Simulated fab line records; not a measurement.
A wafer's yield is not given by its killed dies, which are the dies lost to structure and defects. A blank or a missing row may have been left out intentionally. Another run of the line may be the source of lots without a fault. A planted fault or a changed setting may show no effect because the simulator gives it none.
Matching of chambers :: flow n5_finfet :: N5_BEOL_M10_ETCH_61 on rie_diel-06: 4 sister chambers
The step etches SiARC in CF4, target depth 39 nm, time 65 s. 16 wafers are shown with their chamber, then 8 later ones without.

== WAFERS PAIRED WITH THEIR CHAMBERS ==
wafer: L074.2
chamber: 2
drypump_motor_current_A (A): 5.6
throttle_valve_pct (%): 15.67
etch_rf_on_time_s (s): 64.7

wafer: L074.3
chamber: 0
drypump_motor_current_A (A): 5.9
throttle_valve_pct (%): 15.49
etch_rf_on_time_s (s): 65.0

wafer: L074.4
chamber: 3
drypump_motor_current_A (A): 6.6
throttle_valve_pct (%): 15.39
etch_rf_on_time_s (s): 64.2

wafer: L075.1
chamber: 2
drypump_motor_current_A (A): 5.7
throttle_valve_pct (%): 15.68
etch_rf_on_time_s (s): 65.3

wafer: L075.4
chamber: 2
drypump_motor_current_A (A): 5.6
throttle_valve_pct (%): 15.67
etch_rf_on_time_s (s): 64.4

wafer: L075.5
chamber: 0
drypump_motor_current_A (A): 5.9
throttle_valve_pct (%): 15.48
etch_rf_on_time_s (s): 65.7

wafer: L080.3
chamber: 0
drypump_motor_current_A (A): 5.9
throttle_valve_pct (%): 15.52
etch_rf_on_time_s (s): 65.4

wafer: L080.4
chamber: 2
drypump_motor_current_A (A): 5.7
throttle_valve_pct (%): 15.70
etch_rf_on_time_s (s): 65.2

wafer: L080.5
chamber: 1
drypump_motor_current_A (A): 6.4
throttle_valve_pct (%): 15.57
etch_rf_on_time_s (s): 65.3

wafer: L086.1
chamber: 1
drypump_motor_current_A (A): 6.5
throttle_valve_pct (%): 15.58
etch_rf_on_time_s (s): 65.3

wafer: L086.5
chamber: 1
drypump_motor_current_A (A): 6.5
throttle_valve_pct (%): 15.57
etch_rf_on_time_s (s): 65.4

wafer: L086.6
chamber: 0
drypump_motor_current_A (A): 5.9
throttle_valve_pct (%): 15.52
etch_rf_on_time_s (s): 65.9

wafer: L084.1
chamber: 0
drypump_motor_current_A (A): 5.9
throttle_valve_pct (%): 15.55
etch_rf_on_time_s (s): 65.6

wafer: L084.2
chamber: 3
drypump_motor_current_A (A): 6.6
throttle_valve_pct (%): 14.95
etch_rf_on_time_s (s): 63.5

wafer: L084.6
chamber: 1
drypump_motor_current_A (A): 6.5
throttle_valve_pct (%): 15.59
etch_rf_on_time_s (s): 65.4

wafer: L090.2
chamber: 0
drypump_motor_current_A (A): 5.9
throttle_valve_pct (%): 15.56
etch_rf_on_time_s (s): 65.6

SIGNATURES (means of the wafers above)
reading: drypump_motor_current_A
chamber 0: 5.900
chamber 1: 6.475
chamber 2: 5.650
chamber 3: 6.600
scatter within a chamber: 0.0382

reading: throttle_valve_pct
chamber 0: 15.5200
chamber 1: 15.5775
chamber 2: 15.6800
chamber 3: 15.1700
scatter within a chamber: 0.0925

reading: etch_rf_on_time_s
chamber 0: 65.533
chamber 1: 65.350
chamber 2: 64.900
chamber 3: 63.850
scatter within a chamber: 0.325
Rule: a wafer's distance from a chamber is the root of the sum, over the readings, of the square of ((its reading less the chamber's mean) divided by the reading's scatter). The wafer belongs to the nearest chamber; if the next one is less than 2 further off, it can't be placed. How the scatter is found: for the shown wafers, subtract from each reading the mean of its chamber, square and add these, divide the total by (wafers less chambers), then take the root.

== WAFERS WITHOUT THEIR CHAMBER ==
wafer: L090.3
drypump_motor_current_A (A): 6.6
throttle_valve_pct (%): 14.95
etch_rf_on_time_s (s): 63.7

wafer: L090.6
drypump_motor_current_A (A): 5.7
throttle_valve_pct (%): 15.74
etch_rf_on_time_s (s): 65.0

wafer: L096.1
drypump_motor_current_A (A): 6.4
throttle_valve_pct (%): 15.61
etch_rf_on_time_s (s): 65.0

wafer: L096.3
drypump_motor_current_A (A): 6.6
throttle_valve_pct (%): 14.98
etch_rf_on_time_s (s): 63.6

wafer: L096.6
drypump_motor_current_A (A): 5.6
throttle_valve_pct (%): 15.76
etch_rf_on_time_s (s): 65.5

wafer: L097.3
drypump_motor_current_A (A): 5.6
throttle_valve_pct (%): 15.76
etch_rf_on_time_s (s): 66.0

wafer: L097.4
drypump_motor_current_A (A): 6.4
throttle_valve_pct (%): 15.62
etch_rf_on_time_s (s): 65.5

wafer: L097.6
drypump_motor_current_A (A): 6.4
throttle_valve_pct (%): 15.61
etch_rf_on_time_s (s): 65.4

== THE CHAMBER EACH PASSED THROUGH ==
wafer: L090.3
from the rows above: 3
in truth: 3

wafer: L090.6
from the rows above: 2
in truth: 2

wafer: L096.1
from the rows above: 1
in truth: 1

wafer: L096.3
from the rows above: 3
in truth: 3

wafer: L096.6
from the rows above: 2
in truth: 2

wafer: L097.3
from the rows above: 2
in truth: 2

wafer: L097.4
from the rows above: 1
in truth: 1

wafer: L097.6
from the rows above: 1
in truth: 1
Correctly placed: 8 of 8. Not placeable from these rows: 0. Placed wrongly: 0.
